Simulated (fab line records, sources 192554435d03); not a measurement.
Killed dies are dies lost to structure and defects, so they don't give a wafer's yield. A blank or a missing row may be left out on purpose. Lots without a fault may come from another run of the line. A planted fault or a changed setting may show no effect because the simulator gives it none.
fab line records | flow n5_finfet
record lots=24 wafers=72 last_day=20
route steps=1938 shown GATE_CUT@507 MOL_CONTACT_COAG@547
lots that met no fault: from a run of the same line without faults
start_h: hours from the record's first day to the start of the lot's first wafer shown | wait_h: hours since the lot's step before | " the same as in the row above | L1.1+2: a row that stands for several wafers | - no value, or no start given | * or withheld: withheld | < > ~ a bound
route shown NAME@n: a module of which the file shows steps, and the number in the route of the first | usual: mean/standard deviation of fault-free wafers | same: alike in all rows | chamber/n: place in a boat | sites: the reading at each site | _std_site: their standard deviation | _edge_site: outer sites' mean less inner sites' | radius_mm: how far each site lies from the wafer's centre | mask NAME#n: copy n | behind: the tool/chamber that last shaped the wafer | hold: why the lot was held/for how many hours/how that ended | device: the transistor (n, p or np) that didn't switch | end of line: the same wafers' tests at the end of the route | a step without rows: its recipe alone | killed: dies lost to structure and defects at the first sort, not the wafer's yield | map: a wafer's dies, x killed, . not, _ none there
set.NAME: the setting as run; set.NAME@STEP: as run at that earlier step | model.NAME: the simulator's own value behind a step, which no gauge read
steps of the route over a sample of lots; a table a step, a row a wafer
services: from which hour (start_h, from the record's first day; less than 0 if before it) a tool's chamber was out of use, for how many hours, and why
## steps
# step N5_GATE_CUT_STRIP_21
# recipe chemistry=N2/H2 time_s=30 power_w=1000 temp_c=250 pressure_mtorr=withheld n2_flow_sccm=1750 h2_flow_sccm=3250
# usual drypump_motor_current_A=5.8/0.47 h2_flow_sccm=3250/8.8 heater_power_w=343/21
# same time_s=30
# columns lot.wafer tool chamber start_h wait_h drypump_motor_current_A h2_flow_sccm heater_power_w rf_hours_counter_h
L074.2 plasma_asher-02 0 83.57 0.0 5.2 3247 376 40
L074.4 " 1 " " 5.9 3250 321 -
L074.6 " 1 " " 5.9 3254 321 -
L075.2 plasma_asher-01 0 90.54 0.3 5.6 3236 311 86
L075.4 " 1 " " 6.5 3249 369 -
L075.5 " 0 " " 5.5 3245 322 -
L076.3 plasma_asher-01 1 99.67 0.1 6.5 3257 365 -
L076.4 " 0 " " 5.6 3251 324 -
L076.5 " 0 " " 5.5 3254 325 -
L077.1 plasma_asher-01 0 103.50 0.7 5.6 3252 331 92
L077.5 " 1 " " 6.5 3248 370 -
L077.6 " 0 " " 5.6 3252 323 -
L078.1 plasma_asher-01 0 109.26 0.0 5.6 3249 320 94
L078.4 " 0 " " 5.6 3255 318 -
L078.5 " 0 " " 5.6 3251 317 -
L079.1 plasma_asher-01 1 114.17 0.0 6.5 3252 365 96
L079.2 " 0 " " 5.6 3231 315 96
L079.3 " 1 " " 6.5 3261 372 -
L080.1 plasma_asher-01 0 119.52 0.0 5.6 3253 323 97
L080.2 " 1 " " 6.4 3261 363 97
L080.4 " 1 " " 6.4 3258 368 -
L081.2 plasma_asher-02 0 128.76 0.1 5.3 3250 358 43
L081.3 " 0 " " 5.2 3243 360 -
L081.4 " 1 " " 5.9 3253 326 -
L082.3 plasma_asher-02 1 135.75 0.1 5.9 3249 316 -
L082.5 " 0 " " 5.2 3263 369 -
L082.6 " 1 " " 5.9 3242 324 -
L083.1 plasma_asher-01 1 141.99 0.0 6.5 3248 371 101
L083.3 " 1 " " 6.5 3253 375 -
L083.5 " 0 " " 5.6 3245 326 -
L084.3 plasma_asher-01 1 149.01 0.1 6.5 3237 375 -
L084.5 " 1 " " 6.5 3245 363 -
L084.6 " 0 " " 5.6 3245 323 -
L085.3 plasma_asher-02 1 155.42 0.1 5.9 3237 316 -
L085.4 " 0 " " 5.2 3254 380 -
L085.6 " 1 " " 5.9 3251 314 -
L086.2 plasma_asher-02 1 161.43 0.0 5.9 3258 329 49
L086.3 " 1 " " 5.9 3264 330 -
L086.5 " 1 " " 5.9 3257 309 -
L087.1 plasma_asher-01 1 168.65 0.0 6.5 3246 361 106
L087.2 " 0 " " 5.5 3245 323 106
L087.5 " 0 " " 5.6 3243 323 -
L088.1 plasma_asher-01 1 171.53 0.0 6.5 3258 363 107
L088.3 " 1 " " 6.5 3263 370 -
L088.6 " 1 " " 6.5 3256 361 -
L089.2 plasma_asher-01 1 179.44 0.0 6.5 3244 365 109
L089.3 " 0 " " 5.6 3249 321 -
L089.5 " 0 " " 5.6 3265 323 -
L090.4 plasma_asher-01 0 180.65 0.1 5.6 3238 334 -
L090.5 " 1 " " 6.4 3253 358 -
L090.6 " 0 " " 5.6 3241 329 -
L091.2 plasma_asher-01 0 191.94 0.0 5.5 3239 321 111
L091.4 " 0 " " 5.6 3254 328 -
L091.6 " 1 " " 6.5 3251 364 -
L092.3 plasma_asher-02 0 195.17 0.1 5.2 3260 365 -
L092.4 " 1 " " 5.9 3242 326 -
L092.5 " 0 " " 5.2 3256 365 -
L093.1 plasma_asher-02 1 203.12 0.0 5.9 3259 324 58
L093.2 " 0 " " 5.2 3254 368 58
L093.6 " 0 " " 5.2 3262 357 -
L094.1 plasma_asher-02 0 205.02 0.0 5.2 3243 361 58
L094.2 " 1 " " 5.9 3235 324 58
L094.6 " 1 " " 5.9 3245 318 -
L095.2 plasma_asher-01 0 211.54 0.0 5.6 3240 328 115
L095.3 " 0 " " 5.5 3252 315 -
L095.6 " 1 " " 6.5 3258 370 -
L096.1 plasma_asher-02 1 216.73 0.0 5.9 3261 328 60
L096.2 " 0 " " 5.2 3241 361 60
L096.4 " 1 " " 5.9 3263 320 -
L097.1 plasma_asher-01 0 228.86 0.0 5.6 3229 325 118
L097.2 " 1 " " 6.5 3248 353 118
L097.4 " 0 " " 5.6 3235 321 -
# step N5_GATE_CUT_CMP_61
# recipe stop_on=SiNx t_overpolish_s=3 post_cmp_clean=alkaline_brush down_force_psi=4 platen_rpm=27.09 pad_velocity_m_s=0.539
# usual motor_current_A=11.7/0.89 slurry_filter_dp_kPa=13.51/0.13
# columns lot.wafer tool chamber start_h wait_h motor_current_A slurry_filter_dp_kPa
L074.2 cmp-01 0 86.04 0.4 11.9 13.51
L074.4 " 3 " " 12.9 13.46
L074.6 " 1 " " 12.1 13.49
L075.4 cmp-02 3 93.42 0.7 13.4 13.29
L075.2 " 0 " " 13.4 13.66
L075.5 " 3 " " 13.4 13.24
L076.3 cmp-01 1 102.19 0.3 12.0 13.39
L076.4 " 2 " " 11.1 13.50
L076.5 " 0 " " 12.2 13.56
L077.1 cmp-02 2 106.04 0.2 12.5 13.61
L077.6 " 3 " " 12.3 13.59
L077.5 " 0 " " 13.4 13.41
L078.4 cmp-01 3 111.74 0.3 13.2 13.43
L078.1 " 0 " " 12.1 13.66
L078.5 " 3 " " 12.8 13.57
L079.1 cmp-01 0 116.82 0.4 12.3 13.35
L079.2 " 1 " " 11.6 13.49
L079.3 " 3 " " 13.0 13.43
L080.1 cmp-04 3 121.97 0.4 12.4 13.76
L080.4 " 1 " " 11.1 13.61
L080.2 " 2 " " 11.0 13.50
L081.4 cmp-01 3 131.21 0.4 13.4 13.52
L081.2 " 0 " " 11.9 13.49
L081.3 " 1 " " 12.0 13.28
L082.3 cmp-04 2 138.28 0.4 11.9 13.46
L082.5 " 2 " " 11.1 13.55
L082.6 " 3 " " 11.5 13.38
L083.1 cmp-01 3 144.56 0.3 13.0 13.41
L083.3 " 0 " " 11.8 13.49
L083.5 " 2 " " 11.2 13.46
L084.3 cmp-01 1 151.49 0.3 11.4 13.57
L084.5 " 3 " " 13.4 13.84
L084.6 " 0 " " 11.6 13.73
L085.3 cmp-02 0 157.85 0.4 12.7 13.36
L085.4 " 2 " " 12.1 13.40
L085.6 " 0 " " 13.1 13.37
L086.2 cmp-02 0 163.88 0.4 13.4 13.68
L086.3 " 1 " " 11.2 13.61
L086.5 " 0 " " 13.1 13.47
L087.2 cmp-04 2 171.10 0.4 11.5 13.80
L087.1 " 3 " " 12.1 13.61
L087.5 " 2 " " 11.7 13.65
L088.1 cmp-04 2 173.98 0.4 11.9 13.65
L088.3 " 0 " " 10.9 13.37
L088.6 " 3 " " 12.0 13.30
L089.3 cmp-01 3 182.91 0.3 13.5 13.36
L089.2 " 0 " " 12.1 13.46
L089.5 " 2 " " 11.5 13.46
L090.4 cmp-04 3 183.61 0.2 11.5 13.26
L090.5 " 0 " " 10.8 13.59
L090.6 " 1 " " 10.8 13.67
L091.4 cmp-04 0 195.75 0.4 10.6 13.63
L091.2 " 1 " " 10.9 13.68
L091.6 " 0 " " 10.6 13.42
L092.4 cmp-01 3 197.65 0.3 13.3 13.41
L092.3 " 0 " " 12.7 13.52
L092.5 " 2 " " 10.6 13.44
L093.1 cmp-04 2 205.64 0.3 10.8 13.34
L093.2 " 3 " " 11.4 13.56
L093.6 " 1 " " 11.1 13.64
L094.1 cmp-04 1 207.47 0.4 11.0 13.53
L094.2 " 2 " " 11.3 13.46
L094.6 " 1 " " 10.8 13.49
L095.3 cmp-04 2 214.02 0.3 12.1 13.47
L095.2 " 0 " " 10.4 13.29
L095.6 " 2 " " 11.6 13.55
L096.2 cmp-02 1 219.18 0.4 10.5 13.23
L096.1 " 2 " " 11.7 13.40
L096.4 " 3 " " 13.4 13.40
L097.4 cmp-01 3 231.43 0.4 12.6 13.57
L097.1 " 0 " " 12.2 13.31
L097.2 " 2 " " 11.3 13.57
# step N5_GATE_CUT_INSPECT_26
# recipe inspect_instrument=darkfield mode=post_cmp
# usual raw_defect_count=41/17
# columns lot.wafer tool chamber start_h wait_h raw_defect_count
L074.2 defect_inspect-02 - 86.28 0.0 86
L074.4 " - " " 71
L074.6 " - " " 58
L075.2 defect_inspect-01 - 93.62 0.0 28
L075.4 " - " " 34
L075.5 " - " " 20
L076.3 defect_inspect-01 - 102.39 0.0 43
L076.4 " - " " 22
L076.5 " - " " 43
L077.1 defect_inspect-01 - 106.18 0.0 52
L077.5 " - " " 50
L077.6 " - " " 59
L078.1 defect_inspect-01 - 111.94 0.0 51
L078.4 " - " " 75
L078.5 " - " " 27
L079.1 defect_inspect-01 - 117.05 0.0 38
L079.2 " - " " 37
L079.3 " - " " 33
L080.1 defect_inspect-02 - 122.20 0.0 52
L080.2 " - " " 21
L080.4 " - " " 44
L081.2 defect_inspect-02 - 131.44 0.0 33
L081.3 " - " " 68
L081.4 " - " " 42
L082.3 defect_inspect-02 - 138.51 0.0 38
L082.5 " - " " 31
L082.6 " - " " 36
L083.1 defect_inspect-01 - 144.76 0.0 31
L083.3 " - " " 36
L083.5 " - " " 48
L084.3 defect_inspect-01 - 151.67 0.0 9
L084.5 " - " " 13
L084.6 " - " " 20
L085.3 defect_inspect-01 - 158.08 0.0 30
L085.4 " - " " 36
L085.6 " - " " 42
L086.2 defect_inspect-01 - 164.12 0.0 55
L086.3 " - " " 40
L086.5 " - " " 51
L087.1 defect_inspect-02 - 171.33 0.0 83
L087.2 " - " " 54
L087.5 " - " " 84
L088.1 defect_inspect-02 - 174.21 0.0 25
L088.3 " - " " 56
L088.6 " - " " 23
L089.2 defect_inspect-02 - 183.08 0.0 28
L089.3 " - " " 17
L089.5 " - " " 36
L090.4 defect_inspect-02 - 183.76 0.0 61
L090.5 " - " " 49
L090.6 " - " " 50
L091.2 defect_inspect-02 - 195.98 0.0 38
L091.4 " - " " 48
L091.6 " - " " 82
L092.3 defect_inspect-02 - 197.83 0.0 41
L092.4 " - " " 50
L092.5 " - " " 42
L093.1 defect_inspect-02 - 205.84 0.0 22
L093.2 " - " " 28
L093.6 " - " " 44
L094.1 defect_inspect-02 - 207.70 0.0 17
L094.2 " - " " 24
L094.6 " - " " 46
L095.2 defect_inspect-01 - 214.22 0.0 35
L095.3 " - " " 34
L095.6 " - " " 27
L096.1 defect_inspect-02 - 219.41 0.0 44
L096.2 " - " " 41
L096.4 " - " " 57
L097.1 defect_inspect-02 - 231.66 0.0 23
L097.2 " - " " 47
L097.4 " - " " 36
# step N5_MOL_CONTACT_COAG_SPUTTER_143
# recipe material=Co target_thk_a=25 temp_c=25 chamber_pressure_pa=0.2
# usual susceptor_temp_C=24.99/0.091 throttle_valve_pct=29.7/0.75
# columns lot.wafer tool chamber start_h wait_h susceptor_temp_C throttle_valve_pct
L074.2 pvd_sputter-03 - 88.95 0.0 24.77 30.0
L074.4 " - " " 24.89 29.5
L074.6 " - " " 24.92 29.7
L075.2 pvd_sputter-03 - 98.95 0.0 24.99 29.2
L075.4 " - " " 25.06 29.8
L075.5 " - " " 25.01 30.7
L076.3 pvd_sputter-01 - 105.87 0.0 24.90 30.0
L076.4 " - " " 24.90 31.2
L076.5 " - " " 25.06 28.4
L077.1 pvd_sputter-02 - 109.77 0.0 24.94 30.0
L077.5 " - " " 25.08 29.2
L077.6 " - " " 24.97 30.0
L078.1 pvd_sputter-03 - 116.50 0.0 24.98 29.8
L078.4 " - " " 25.14 29.4
L078.5 " - " " 25.02 30.6
L079.1 pvd_sputter-02 - 121.02 0.0 24.97 30.3
L079.2 " - " " 24.88 29.0
L079.3 " - " " 24.95 29.8
L080.1 pvd_sputter-01 - 125.30 0.0 25.01 30.1
L080.2 " - " " 24.78 30.0
L080.4 " - " " 25.05 31.5
L081.2 pvd_sputter-03 - 134.12 0.0 24.81 30.7
L081.3 " - " " 25.11 30.1
L081.4 " - " " 24.98 29.4
L082.3 pvd_sputter-03 - 142.12 0.0 25.15 29.4
L082.5 " - " " 24.98 30.6
L082.6 " - " " 24.90 29.0
L083.1 pvd_sputter-01 - 147.99 0.0 24.85 31.1
L083.3 " - " " 24.93 29.9
L083.5 " - " " 25.10 28.3
L084.3 pvd_sputter-02 - 156.08 0.0 24.99 29.9
L084.5 " - " " 25.06 28.8
L084.6 " - " " 25.08 30.2
L085.3 pvd_sputter-01 - 161.01 0.0 24.74 30.0
L085.4 " - " " 24.97 28.2
L085.6 " - " " 25.06 29.7
L086.2 pvd_sputter-02 - 167.13 0.0 24.85 29.7
L086.3 " - " " 25.12 28.6
L086.5 " - " " 25.00 28.7
L087.1 pvd_sputter-03 - 174.35 0.0 24.91 30.0
L087.2 " - " " 25.01 29.4
L087.5 " - " " 24.96 29.6
L088.1 pvd_sputter-02 - 177.86 0.0 24.91 29.3
L088.3 " - " " 25.06 30.3
L088.6 " - " " 25.09 29.6
L089.2 pvd_sputter-01 - 187.49 0.0 25.06 31.0
L089.3 " - " " 24.92 30.0
L089.5 " - " " 24.91 30.0
L090.4 pvd_sputter-01 - 187.85 0.0 24.87 30.0
L090.5 " - " " 25.06 30.0
L090.6 " - " " 25.01 28.2
L091.2 pvd_sputter-02 - 198.72 0.0 25.07 29.8
L091.4 " - " " 24.97 29.1
L091.6 " - " " 25.07 30.1
L092.3 pvd_sputter-02 - 201.08 0.0 25.10 29.4
L092.4 " - " " 25.03 29.9
L092.5 " - " " 25.04 30.1
L093.1 pvd_sputter-03 - 209.53 0.0 24.99 29.5
L093.2 " - " " 24.89 29.5
L093.6 " - " " 25.06 29.4
L094.1 pvd_sputter-03 - 210.21 0.0 24.99 29.2
L094.2 " - " " 25.01 29.4
L094.6 " - " " 24.84 29.9
L095.2 pvd_sputter-03 - 216.54 0.0 25.03 29.4
L095.3 " - " " 24.92 29.0
L095.6 " - " " 25.03 29.8
L096.1 pvd_sputter-02 - 223.15 0.0 24.95 30.0
L096.2 " - " " 25.11 29.1
L096.4 " - " " 25.02 29.9
L097.1 pvd_sputter-02 - 234.54 0.0 25.11 29.9
L097.2 " - " " 25.04 29.8
L097.4 " - " " 24.98 29.1
# step N5_MOL_CONTACT_COAG_ANNEAL_113
# recipe temp_c=400 time_s=300 ambient=H2/N2
# usual anneal_temp_c=400.07/0.27 lamp_power_pct=3.00/0.058 wafer_temp_C_max=402.3/0.59
# same time_s=300
# columns lot.wafer tool chamber start_h wait_h anneal_temp_c lamp_power_pct wafer_temp_C_max
L074.2 rtp_anneal-02 0 89.98 0.6 400.08 2.95 402.1
L074.4 " 0 " " 399.92 2.96 402.3
L074.6 " 0 " " 400.03 2.95 402.3
L075.2 rtp_anneal-02 0 99.99 0.6 399.52 2.95 402.3
L075.4 " 0 " " 399.60 2.95 402.9
L075.5 " 0 " " 399.98 2.95 401.9
L076.3 rtp_anneal-02 0 107.00 0.7 400.29 2.95 402.2
L076.4 " 0 " " 400.25 2.95 402.3
L076.5 " 0 " " 400.49 2.95 402.7
L077.1 rtp_anneal-01 0 110.50 0.3 400.05 3.07 402.7
L077.5 " 0 " " 399.91 3.08 402.5
L077.6 " 0 " " 399.61 3.07 401.9
L078.1 rtp_anneal-02 0 117.67 0.8 400.22 2.96 402.7
L078.4 " 0 " " 399.97 2.95 402.7
L078.5 " 0 " " 400.21 2.95 403.0
L079.1 rtp_anneal-02 0 122.04 0.6 399.86 2.95 402.7
L079.2 " 0 " " 399.54 2.95 403.2
L079.3 " 0 " " 399.80 2.96 401.6
L080.1 rtp_anneal-02 0 126.07 0.4 400.32 2.96 401.8
L080.2 " 0 " " 400.28 2.95 403.0
L080.4 " 0 " " 400.05 2.95 402.1
L081.2 rtp_anneal-01 0 135.17 0.5 399.87 3.07 401.2
L081.3 " 0 " " 399.83 3.07 401.5
L081.4 " 0 " " 400.35 3.07 401.7
L082.3 rtp_anneal-02 0 143.33 0.8 399.91 2.95 402.7
L082.5 " 0 " " 399.66 2.95 403.4
L082.6 " 0 " " 400.03 2.95 402.4
L083.1 rtp_anneal-01 0 148.73 0.3 400.52 3.07 402.0
L083.3 " 0 " " 400.09 3.07 401.6
L083.5 " 0 " " 400.24 3.07 402.3
L084.3 rtp_anneal-01 0 157.12 0.6 400.02 3.07 401.8
L084.5 " 0 " " 400.14 3.07 401.3
L084.6 " 0 " " 400.40 3.07 401.9
L085.3 rtp_anneal-02 0 162.05 0.6 400.43 2.95 403.2
L085.4 " 0 " " 399.97 2.95 403.6
L085.6 " 0 " " 399.93 2.96 402.8
L086.2 rtp_anneal-02 0 168.03 0.5 399.77 2.96 403.1
L086.3 " 0 " " 399.69 2.95 403.0
L086.5 " 0 " " 399.87 2.95 403.2
L087.1 rtp_anneal-01 0 175.09 0.3 400.19 3.07 402.5
L087.2 " 0 " " 400.92 3.07 402.0
L087.5 " 0 " " 400.25 3.07 401.9
L088.1 rtp_anneal-01 0 178.60 0.3 399.93 3.07 401.7
L088.3 " 0 " " 400.31 3.07 402.5
L088.6 " 0 " " 400.27 3.07 401.9
L089.2 rtp_anneal-01 0 188.37 0.5 399.92 3.06 401.5
L089.3 " 0 " " 399.87 3.07 402.5
L089.5 " 0 " " 399.92 3.07 402.1
L090.4 rtp_anneal-02 0 189.26 0.5 400.20 2.95 402.3
L090.5 " 0 " " 400.18 2.95 402.1
L090.6 " 0 " " 400.09 2.96 401.7
L091.2 rtp_anneal-02 0 199.91 0.8 399.72 2.95 401.5
L091.4 " 0 " " 399.92 2.95 401.3
L091.6 " 0 " " 400.08 2.95 402.1
L092.3 rtp_anneal-02 0 202.11 0.6 399.66 2.95 402.9
L092.4 " 0 " " 399.76 2.95 402.2
L092.5 " 0 " " 399.84 2.95 403.1
L093.1 rtp_anneal-01 0 210.26 0.3 400.05 3.07 402.0
L093.2 " 0 " " 399.73 3.07 401.7
L093.6 " 0 " " 400.28 3.07 401.4
L094.1 rtp_anneal-01 0 211.16 0.5 399.55 3.07 402.2
L094.2 " 0 " " 400.40 3.07 401.6
L094.6 " 0 " " 400.59 3.07 401.6
L095.2 rtp_anneal-01 0 217.43 0.5 400.37 3.07 402.2
L095.3 " 0 " " 400.31 3.07 402.1
L095.6 " 0 " " 400.84 3.07 402.3
L096.1 rtp_anneal-02 0 223.89 0.3 400.41 2.95 402.3
L096.2 " 0 " " 399.89 2.95 402.9
L096.4 " 0 " " 399.85 2.96 403.1
L097.1 rtp_anneal-02 0 235.27 0.3 399.95 2.96 403.7
L097.2 " 0 " " 399.89 2.95 403.3
L097.4 " 0 " " 399.62 2.96 402.7
# step N5_MOL_CONTACT_COAG_ETCH_90
# recipe chemistry=CF4 target=SiARC target_depth_a=130 mask_material=CAR-EUV time_s=21.7 ion_energy_ev=80 pressure_mtorr=40 source_w=545 bias_w=36 Ar_flow_sccm=100 cf4_flow_sccm=100 ends=cleared
# usual bias_w=36.00/0.11 cf4_flow_sccm=100.0/0.32 drypump_motor_current_A=5.6/0.4 etch_rf_on_time_s=21.8/0.41 oes_product_au=0.69/0.083 rf_vpp_V=184.3/1.1 showerhead_plenum_p_Torr=2.17/0.058 throttle_valve_pct=15.46/0.29
# columns lot.wafer tool chamber start_h wait_h bias_w cf4_flow_sccm drypump_motor_current_A etch_rf_on_time_s oes_product_au rf_hours_counter_h rf_vpp_V showerhead_plenum_p_Torr throttle_valve_pct
L074.2 rie_diel-04 3 97.97 0.0 36.06 100.4 5.5 22.7 0.57 236 184.8 2.20 15.63
L074.4 " 1 " " 36.02 99.7 6.2 21.7 0.64 166 185.0 2.22 15.91
L074.6 " 2 " " 35.98 99.9 6.0 22.1 0.64 - 185.3 2.13 15.61
L075.2 rie_diel-01 2 105.94 0.0 35.99 100.1 5.9 21.8 0.73 35 185.2 2.25 15.18
L075.4 " 2 " " 35.95 99.6 5.9 21.9 0.73 - 184.4 2.25 15.18
L075.5 " 3 " " 35.86 100.3 5.2 21.0 0.79 - 183.3 2.19 15.29
L076.3 rie_diel-06 2 113.61 0.0 36.07 99.9 5.6 21.2 0.60 225 184.0 2.20 15.50
L076.4 " 3 " " 36.18 99.9 4.9 21.9 0.62 183 183.6 2.06 15.62
L076.5 " 2 " " 36.03 99.7 5.6 21.5 0.60 - 184.5 2.20 15.50
L077.1 rie_diel-04 0 116.99 0.0 36.06 100.3 6.1 21.4 0.87 1 185.5 2.20 15.05
L077.5 " 2 " " 35.89 100.9 5.9 22.1 0.62 - 184.6 2.13 15.64
L077.6 " 1 " " 36.09 99.3 6.2 21.6 0.64 - 184.4 2.22 15.95
L078.1 rie_diel-06 0 124.12 0.0 36.16 99.8 5.2 22.3 0.60 246 184.1 2.19 15.46
L078.4 " 3 " " 35.98 99.8 5.0 22.1 0.61 185 182.1 2.06 15.63
L078.5 " 3 " " 36.16 100.2 4.9 22.2 0.61 - 182.4 2.06 15.64
L079.1 rie_diel-06 2 129.52 0.0 36.08 100.3 5.6 21.4 0.60 229 184.7 2.19 15.49
L079.2 " 1 " " 35.70 99.9 5.6 21.6 0.73 57 184.3 2.16 15.60
L079.3 " 3 " " 36.13 100.8 5.0 22.0 0.62 187 182.5 2.06 15.64
L080.1 rie_diel-01 2 133.58 0.0 35.93 99.8 5.9 21.7 0.71 45 185.3 2.24 15.20
L080.2 " 1 " " 35.89 100.1 5.3 21.7 0.63 188 185.0 2.23 15.79
L080.4 " 0 " " 35.97 100.2 5.9 21.6 0.82 3 186.0 2.28 15.04
L081.2 rie_diel-06 1 140.83 0.0 36.19 100.0 5.6 21.9 0.71 62 184.1 2.16 15.58
L081.3 " 3 " " 36.18 99.8 5.0 22.2 0.61 191 183.6 2.05 15.65
L081.4 " 2 " " 35.93 99.3 5.6 21.5 0.59 234 183.9 2.19 15.51
L082.3 rie_diel-01 3 150.53 0.0 35.98 99.9 5.2 20.7 0.77 35 183.7 2.19 15.33
L082.5 " 2 " " 35.98 99.9 5.9 22.0 0.72 - 186.0 2.24 15.22
L082.6 " 3 " " 35.96 99.4 5.2 20.7 0.77 - 183.8 2.19 15.32
L083.1 rie_diel-06 2 153.97 0.0 35.90 100.6 5.6 21.2 0.59 236 184.6 2.19 15.51
L083.3 " 1 " " 36.01 100.4 5.5 22.0 0.71 67 183.8 2.16 15.60
L083.5 " 2 " " 35.92 100.0 5.6 21.2 0.59 - 184.4 2.19 15.50
L084.3 rie_diel-01 0 165.59 0.0 35.84 99.9 5.9 21.9 0.77 14 185.3 2.28 15.09
L084.5 " 1 " " 35.89 100.3 5.3 22.1 0.62 - 184.4 2.22 15.79
L084.6 " 0 " " 36.03 99.9 5.9 21.9 0.78 - 183.6 2.28 15.06
L085.3 rie_diel-04 1 168.25 0.0 35.81 99.8 6.2 21.5 0.63 196 184.3 2.21 15.98
L085.4 " 3 " " 35.91 100.1 5.5 21.9 0.79 5 186.1 2.20 15.13
L085.6 " 1 " " 35.97 99.8 6.2 21.4 0.63 - 183.8 2.21 15.99
L086.2 rie_diel-06 3 175.22 0.0 36.09 100.2 4.9 22.1 0.59 208 182.7 2.05 15.68
L086.3 " 2 " " 35.94 99.7 5.6 21.3 0.59 248 184.9 2.19 15.54
L086.5 " 1 " " 35.88 99.9 5.6 22.1 0.69 - 183.7 2.15 15.62
L087.1 rie_diel-04 0 183.16 0.0 36.09 100.1 6.1 21.6 0.80 28 183.1 2.19 15.11
L087.2 " 1 " " 35.99 100.2 6.2 21.6 0.62 200 184.8 2.21 16.00
L087.5 " 3 " " 35.88 99.6 5.5 21.4 0.78 - 185.3 2.19 15.16
L088.1 rie_diel-04 1 185.50 0.0 36.00 100.5 6.2 21.4 0.63 201 184.4 2.21 16.00
L088.3 " 0 " " 36.04 99.9 6.1 21.5 0.79 29 183.5 2.19 15.10
L088.6 " 3 " " 35.96 99.6 5.5 21.6 0.77 - 184.5 2.19 15.17
L089.2 rie_diel-04 2 194.50 0.0 35.96 99.7 5.9 21.9 0.61 206 184.1 2.12 15.71
L089.3 " 3 " " 36.20 99.9 5.5 21.4 0.77 15 184.2 2.19 15.17
L089.5 " 3 " " 36.11 100.0 5.5 21.5 0.77 - 185.2 2.19 15.15
L090.4 rie_diel-04 3 195.92 0.0 35.85 99.9 5.5 21.4 0.77 15 184.0 2.19 15.16
L090.5 " 3 " " 35.96 100.3 5.5 21.5 0.77 - 184.5 2.19 15.18
L090.6 " 0 " " 35.95 100.0 6.1 21.5 0.78 - 185.3 2.19 15.09
L091.2 rie_diel-06 3 205.92 0.0 35.99 100.1 4.9 22.2 0.60 212 182.6 2.05 15.69
L091.4 " 0 " " 36.02 100.2 5.2 21.6 0.80 - 185.1 2.19 14.99
L091.6 " 1 " " 36.04 99.8 5.5 22.1 0.68 - 183.7 2.15 15.66
L092.3 rie_diel-01 3 206.90 0.0 35.99 99.9 5.2 20.8 0.77 40 184.5 2.19 15.33
L092.4 " 1 " " 35.95 100.1 5.3 22.4 0.61 218 183.5 2.22 15.86
L092.5 " 2 " " 36.26 100.6 5.9 22.3 0.68 - 184.1 2.23 15.28
L093.1 rie_diel-06 1 215.20 0.0 36.05 100.0 5.6 21.7 0.69 96 183.9 2.15 15.66
L093.2 " 0 " " 35.82 100.6 5.2 22.0 0.79 16 184.1 2.19 15.00
L093.6 " 3 " " 36.00 100.0 4.9 22.4 0.59 - 181.6 2.05 15.69
L094.1 rie_diel-06 3 216.99 0.0 35.93 99.8 4.9 22.5 0.59 217 182.3 2.05 15.71
L094.2 " 0 " " 36.06 100.2 5.2 21.9 0.78 18 183.6 2.19 15.01
L094.6 " 2 " " 36.05 100.5 5.6 21.5 0.85 - 184.8 2.18 15.04
L095.2 rie_diel-04 1 223.35 0.0 36.02 99.7 6.2 21.3 0.63 213 185.2 2.21 16.03
L095.3 " 3 " " 36.00 100.2 5.5 21.6 0.75 24 184.0 2.19 15.19
L095.6 " 3 " " 35.90 99.3 5.5 21.6 0.76 - 184.1 2.19 15.18
L096.1 rie_diel-06 0 229.91 0.0 36.04 100.1 5.2 21.8 0.78 20 185.0 2.18 15.00
L096.2 " 2 " " 35.97 100.2 5.6 21.3 0.82 6 185.3 2.18 15.06
L096.4 " 0 " " 36.01 100.0 5.2 21.8 0.78 - 185.9 2.18 15.00
L097.1 rie_diel-06 0 241.16 0.0 36.10 100.5 5.2 21.6 0.77 26 184.4 2.18 15.02
L097.2 " 1 " " 35.85 99.5 5.6 21.8 0.68 103 185.7 2.15 15.66
L097.4 " 3 " " 35.92 100.0 4.9 22.1 0.59 228 182.4 2.04 15.71
## services
# columns tool chamber start_h hours kind
cmp-01 - 73.39 1.5 repair
pvd_sputter-02 - 83.27 13.7 repair
plasma_asher-02 - 85.02 28.1 pm
rie_diel-01 1 88.33 1.7 repair
pvd_sputter-03 - 93.21 4.6 repair
cmp-04 - 107.69 4.0 repair
rie_diel-01 1 111.49 9.7 repair
cmp-04 - 114.98 5.3 pm
cmp-01 - 118.48 0.8 repair
rie_diel-06 0 130.10 4.0 repair
pvd_sputter-01 - 133.60 1.9 repair
cmp-02 - 142.05 4.5 pm
pvd_sputter-01 - 143.27 4.6 repair
plasma_asher-02 - 145.98 1.2 repair
rie_diel-01 3 156.77 43.4 repair
cmp-02 - 165.29 0.4 repair
cmp-02 - 165.99 4.0 pm
rie_diel-04 1 171.89 1.4 repair
cmp-02 - 180.29 3.1 pm
rie_diel-06 3 181.80 17.0 repair
cmp-01 - 183.03 4.0 pm
rie_diel-01 - 202.64 0.5 repair
cmp-01 - 212.85 1.8 repair
cmp-02 - 228.00 4.7 repair
## key
fault none
